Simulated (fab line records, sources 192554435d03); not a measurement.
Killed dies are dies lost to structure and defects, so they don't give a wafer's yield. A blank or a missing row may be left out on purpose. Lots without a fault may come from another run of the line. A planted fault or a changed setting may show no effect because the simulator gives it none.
Chamber matching | flow n5_finfet | N5_BEOL_M5_DEP_56 on pecvd-03: 3 sister chambers
The step deposits SiCN from 3MS/NH3, target thk 8 nm, time 14 s. 6 wafers are shown with their chamber, then 12 later ones without.

WAFERS WITH THEIR CHAMBER
wafer  | chamber | throttle_valve_pct (%) | showerhead_plenum_p_Torr (Torr)
L090.1 | 0       | 9.0                    | 3.646
L090.2 | 1       | 9.6                    | 3.658
L090.3 | 2       | 8.5                    | 3.660
L091.1 | 0       | 9.1                    | 3.652
L091.5 | 2       | 8.7                    | 3.669
L091.6 | 1       | 9.3                    | 3.662

WAFERS WITHOUT THEIR CHAMBER
wafer  | throttle_valve_pct (%) | showerhead_plenum_p_Torr (Torr)
L095.1 | 9.3                    | 3.661
L095.4 | 9.2                    | 3.677
L095.6 | 8.8                    | 3.657
L092.1 | 9.2                    | 3.663
L092.3 | 8.4                    | 3.663
L092.4 | 9.1                    | 3.649
L096.1 | 9.3                    | 3.651
L096.2 | 9.4                    | 3.663
L096.3 | 8.9                    | 3.669
L096.4 | 9.5                    | 3.673
L096.5 | 8.6                    | 3.657
L096.6 | 9.2                    | 3.649

WHICH CHAMBER EACH WENT THROUGH
wafer  | from the rows above     | in truth
L095.1 | 1                       | 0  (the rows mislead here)
L095.4 | can't be placed: 1 or 2 | 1
L095.6 | can't be placed: 2 or 0 | 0
L092.1 | can't be placed: 1 or 0 | 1
L092.3 | 2                       | 2
L092.4 | 0                       | 0
L096.1 | can't be placed: 0 or 1 | 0
L096.2 | 1                       | 1
L096.3 | can't be placed: 2 or 1 | 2
L096.4 | 1                       | 1
L096.5 | can't be placed: 2 or 0 | 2
L096.6 | can't be placed: 0 or 1 | 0
Placed correctly: 4 of 12. Can't be placed from these rows: 7 (the true chamber is among the candidates in 7). Placed wrongly: 1.
How it was worked out, from the rows above alone: a wafer's distance from a chamber is the root of the sum, over the readings, of the square of ((its reading less the chamber's mean) divided by the reading's scatter). The wafer belongs to the nearest chamber; if the next one is less than 2 further off, it can't be placed. A chamber's mean is the mean of its shown wafers. The scatter: the root of (the sum of the squares of (reading less its chamber's mean) over the shown wafers, divided by (wafers less chambers)).
